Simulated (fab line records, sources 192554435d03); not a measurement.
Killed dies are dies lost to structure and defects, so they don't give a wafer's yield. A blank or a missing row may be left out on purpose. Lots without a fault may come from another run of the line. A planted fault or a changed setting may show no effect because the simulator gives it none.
Chamber matching | flow n5_finfet | N5_BEOL_M5_CURE_80 on uv_cure-01: 3 sister chambers
The step cures SiCOH lowk, time 120 s. 3 wafers are shown with their chamber, then 11 later ones without.

WAFERS WITH THEIR CHAMBER
wafer  | chamber | wafer_temp_C_max
L074.3 | 0       | 371.2
L083.5 | 2       | 372.1
L088.2 | 1       | 372.3

WAFERS WITHOUT THEIR CHAMBER
wafer  | wafer_temp_C_max
L088.5 | 373.5
L088.6 | 372.8
L089.3 | 371.1
L089.4 | 370.5
L089.5 | 370.9
L093.1 | 372.0
L093.2 | 371.8
L093.3 | 372.0
L095.2 | 371.0
L095.4 | 371.1
L095.5 | 371.0

WHICH CHAMBER EACH WENT THROUGH
wafer  | from the rows above          | in truth
L088.5 | can't be placed: 1 or 2      | 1
L088.6 | can't be placed: 1 or 2      | 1
L089.3 | can't be placed: 0 or 2      | 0
L089.4 | can't be placed: 0 or 2      | 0
L089.5 | can't be placed: 0 or 2      | 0
L093.1 | can't be placed: 2 or 1 or 0 | 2
L093.2 | can't be placed: 2 or 1 or 0 | 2
L093.3 | can't be placed: 2 or 1 or 0 | 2
L095.2 | can't be placed: 0 or 2      | 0
L095.4 | can't be placed: 0 or 2      | 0
L095.5 | can't be placed: 0 or 2      | 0
Placed correctly: 0 of 11. Can't be placed from these rows: 11 (the true chamber is among the candidates in 11). Placed wrongly: 0.
How it was worked out, from the rows above alone: a wafer's distance from a chamber is the root of the sum, over the readings, of the square of ((its reading less the chamber's mean) divided by the reading's scatter). The wafer belongs to the nearest chamber; if the next one is less than 2 further off, it can't be placed. A chamber's mean is the mean of its shown wafers. The scatter: with one shown wafer a chamber, the root of the mean of the squares of how far each hidden wafer lies from its nearest shown one.
